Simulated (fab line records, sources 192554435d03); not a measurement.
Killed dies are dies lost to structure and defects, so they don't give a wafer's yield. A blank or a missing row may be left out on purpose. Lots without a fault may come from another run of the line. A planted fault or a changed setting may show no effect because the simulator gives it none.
A struck lot beside a sound one | flow n5_finfet | 35 steps out of a route of 1938
Sound: wafers L246.2, L246.5, L246.6. Struck: wafers L257.1, L257.2, L257.5. The cause comes at the end.
At each step with rows: each side's tool, then ch and its chambers, then its first start. Under that, the readings that differ: sound wafers | struck wafers | difference of the means | sigmas: that difference in standard deviations of wafers without a fault.
alike: readings whose means differ by less than 2 such deviations, and words and numbers that are the same on both sides. not compared: withheld readings, readings that some wafer has no value for, bounds like >300 that may hide the same value, and numbers for which the record gives no deviation and whose values overlap.
The two part at a step that has a row with sigmas, a row that says differs or no value, or rows on one side only. Numbers that don't overlap but have no deviation are shown without sigmas and don't part them. A reading that every wafer of one side lacks parts them only if that side has two wafers or more.

first, 9 steps without rows for these wafers: N5_PMOS_HMC_CHANNEL_EPI_SOFTBAKE_04 (time 60 s); N5_PMOS_HMC_CHANNEL_EPI_EXPOSE_06 (exposes mask PMOS HMC BLK, target cd 240 nm); N5_PMOS_HMC_CHANNEL_EPI_PEB_07 (peb time 60 s); N5_PMOS_HMC_CHANNEL_EPI_DEVELOP_08 (develop time 30 s); N5_PMOS_HMC_CHANNEL_EPI_DESCUM_14 (chemistry O2, time 7.9 s); N5_PMOS_HMC_CHANNEL_EPI_ETCH_32 (etches BARC in N2/H2, stops on SiO2, target depth 85.8 nm, time 50.3 s); N5_PMOS_HMC_CHANNEL_EPI_HM_OPEN_15 (chemistry CHF3/O2, target SiO2, target depth 40.6 nm, time 20.3 s); N5_PMOS_HMC_CHANNEL_EPI_STRIP_33 (strips in N2/H2); N5_PMOS_HMC_CHANNEL_EPI_STRIP_17 (strips in SPM, time 750 s).
N5_PMOS_HMC_CHANNEL_EPI_ETCH_38: etches SiO2 in CF4, target depth 1.5 nm.
  sound on rie_si-05 ch 0,3, day 2 23:54; struck on rie_si-05 ch 0,1,3, day 5 18:45
  alike: drypump_motor_current_A, oes_product_au, throttle_valve_pct
  not compared: rf_hours_counter_h
then, 24 steps without rows for these wafers: N5_PMOS_HMC_CHANNEL_EPI_FIN_RECESS_16 (chemistry HBr/Cl2, target Si, target depth 54 nm, time 18 s); N5_PMOS_HMC_CHANNEL_EPI_PRECLEAN_36 (cleans in O3/DIW, time 45 s); N5_PMOS_HMC_CHANNEL_EPI_PRECLEAN_18 (cleans in DHF, time 30 s); N5_PMOS_HMC_CHANNEL_EPI_SRD_19 (time 30 s); N5_PMOS_HMC_CHANNEL_EPI_EPI_20 (deposits SiGe30, target thk 59 nm); N5_PMOS_HMC_CHANNEL_EPI_HM_STRIP_35 (strips SiO2 in dHF, material SiO2, target depth 39.6 nm, time 216 s); N5_PMOS_HMC_CHANNEL_EPI_SRD_39 (time 30 s); N5_PMOS_HMC_CHANNEL_EPI_CMP_21 (polishes SiGe30, target thk 54 nm); N5_PMOS_HMC_CHANNEL_EPI_PRECLEAN_40 (cleans in DHF, time 30 s); N5_PMOS_HMC_CHANNEL_EPI_PRECLEAN_37 (cleans in O3/DIW, time 45 s); N5_PMOS_HMC_CHANNEL_EPI_PRECLEAN_24 (cleans in DHF, time 30 s); N5_PMOS_HMC_CHANNEL_EPI_SRD_25 (time 30 s); N5_PMOS_HMC_CHANNEL_EPI_EPI_26 (deposits Si from SiH4/H2, target thk 3.8 nm, time 22.7 s); N5_FIN_SAQP_PRECLEAN_42 (cleans in O3/DIW, time 60 s); N5_FIN_SAQP_PRECLEAN_00 (cleans in SC1, time 60 s); N5_FIN_SAQP_PRECLEAN_44 (cleans in SC2, time 45 s); N5_FIN_SAQP_SRD_01 (time 30 s); N5_FIN_SAQP_ALD_61 (deposits SiO2, target thk 4 nm, pulse time 1 s, purge time 2 s); N5_FIN_SAQP_DENSIFY_62 (time 60 s); N5_FIN_SAQP_HM_DEP_03 (deposits SiNx from SiH4/NH3/N2, target thk 38 nm, time 33.6 s); N5_FIN_SAQP_PECVD_47 (deposits a-Si from SiH4/He, target thk 45 nm, time 36.3 s); N5_FIN_SAQP_PECVD_48 (deposits SiNx from SiH4/NH3/N2, target thk 25 nm, time 22.1 s); N5_FIN_SAQP_PECVD_06 (deposits a-Si from SiH4/He, target thk 60 nm, time 48.1 s); N5_FIN_SAQP_HM_DEP_72 (deposits SiO2 from SiH4/N2O, target thk 12 nm, time 7.2 s).
-- the record jumps here: 11 days lie between the struck wafers' starts before and after (it left off in module FIN_SAQP and takes up again in module PASSIVATION, whose first step shown is number 1936 of the route) --
N5_PASSIVATION_PROBE_49:
  the record has rows for the struck wafers here (prober-02, day 16 09:48) and none for the sound ones

WHERE THEY PART
Only at N5_PASSIVATION_PROBE_49, within this record.

WHY: what the simulator had put in
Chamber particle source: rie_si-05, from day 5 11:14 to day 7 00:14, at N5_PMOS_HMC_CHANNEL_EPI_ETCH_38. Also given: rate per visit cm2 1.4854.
